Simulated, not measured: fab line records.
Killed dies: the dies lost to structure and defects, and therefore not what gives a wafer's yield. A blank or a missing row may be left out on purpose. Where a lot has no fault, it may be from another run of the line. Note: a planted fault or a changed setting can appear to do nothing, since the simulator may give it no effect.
The tool behind it: which one? || flow n5_finfet || 11 lots, 33 wafers sampled, at 2 steps of a route of 1938

== WHAT THE GAUGES READ, wafer by wafer ==
N5_BEOL_M10_INSPECT_30: inspects for defects (brightfield).
{"lot": "L113", "measured": "day 11 02:46", "on": "defect_inspect-02", "raw_defect_count": "377 308 472"}
{"lot": "L112", "measured": "day 11 02:58", "on": "defect_inspect-01", "raw_defect_count": "411 332 256"}
{"lot": "L114", "measured": "day 11 08:08", "on": "defect_inspect-02", "raw_defect_count": "506 321 516"}
{"lot": "L116", "measured": "day 12 04:14", "on": "defect_inspect-02", "raw_defect_count": "454 310 259"}
{"lot": "L118", "measured": "day 13 05:37", "on": "defect_inspect-01", "raw_defect_count": "429 596 376"}
{"lot": "L122", "measured": "day 15 08:41", "on": "defect_inspect-01", "raw_defect_count": "300 456 335"}
{"lot": "L127", "measured": "day 15 23:16", "on": "defect_inspect-02", "raw_defect_count": "326 362 266"}
{"lot": "L128", "measured": "day 16 07:10", "on": "defect_inspect-01", "raw_defect_count": "450 505 522"}
{"lot": "L129", "measured": "day 16 13:43", "on": "defect_inspect-01", "raw_defect_count": "325 440 428"}
{"lot": "L132", "measured": "day 16 17:34", "on": "defect_inspect-02", "raw_defect_count": "378 570 398"}
{"lot": "L133", "measured": "day 17 04:03", "on": "defect_inspect-02", "raw_defect_count": "463 426 411"}

== TOOL THAT RAN EACH LOT (tool first, then ch and the chambers of the sampled wafers, then the start) ==
{"lot": "L113", "N5_BEOL_M10_STRIP_67": "rie_diel-04 ch 0,2,3, day 11 02:08"}
{"lot": "L112", "N5_BEOL_M10_STRIP_67": "rie_diel-06 ch 1,2, day 11 02:09"}
{"lot": "L114", "N5_BEOL_M10_STRIP_67": "rie_diel-01 ch 0,2, day 11 07:26"}
{"lot": "L116", "N5_BEOL_M10_STRIP_67": "rie_diel-06 ch 0,1,3, day 12 00:50"}
{"lot": "L118", "N5_BEOL_M10_STRIP_67": "rie_diel-04 ch 0,1,3, day 13 04:11"}
{"lot": "L122", "N5_BEOL_M10_STRIP_67": "rie_diel-06 ch 1,2, day 15 07:53"}
{"lot": "L127", "N5_BEOL_M10_STRIP_67": "rie_diel-04 ch 0,3, day 15 22:10"}
{"lot": "L128", "N5_BEOL_M10_STRIP_67": "rie_diel-01 ch 0,1,3, day 16 03:34"}
{"lot": "L129", "N5_BEOL_M10_STRIP_67": "rie_diel-01 ch 1,3, day 16 12:53"}
{"lot": "L132", "N5_BEOL_M10_STRIP_67": "rie_diel-06 ch 0,1, day 16 15:53"}
{"lot": "L133", "N5_BEOL_M10_STRIP_67": "rie_diel-01 ch 0,3, day 17 01:34"}
- N5_BEOL_M10_STRIP_67: strips in CF4.

== THE ANSWER, worked out from the rows above alone ==
Rule: what is usual is taken from the lots themselves. Put in order of their means at a reading, lots are off if they are a third of the lots or fewer, leave a main group of 4 or more, and stand apart from it by a gap of 3 or more times the standard deviation of the main group's means; of several such gaps the widest counts. If all means in a main group match to the digits the tables above print for the reading, that group is not used. A lot without any number at a reading at which 4 lots or more have one is off too. Where the step has rows for the other lots, those lots are counted as sound.
None of the lots is off at any reading shown; this tells nothing.

== WHAT THE SIMULATOR HAD PUT IN ==
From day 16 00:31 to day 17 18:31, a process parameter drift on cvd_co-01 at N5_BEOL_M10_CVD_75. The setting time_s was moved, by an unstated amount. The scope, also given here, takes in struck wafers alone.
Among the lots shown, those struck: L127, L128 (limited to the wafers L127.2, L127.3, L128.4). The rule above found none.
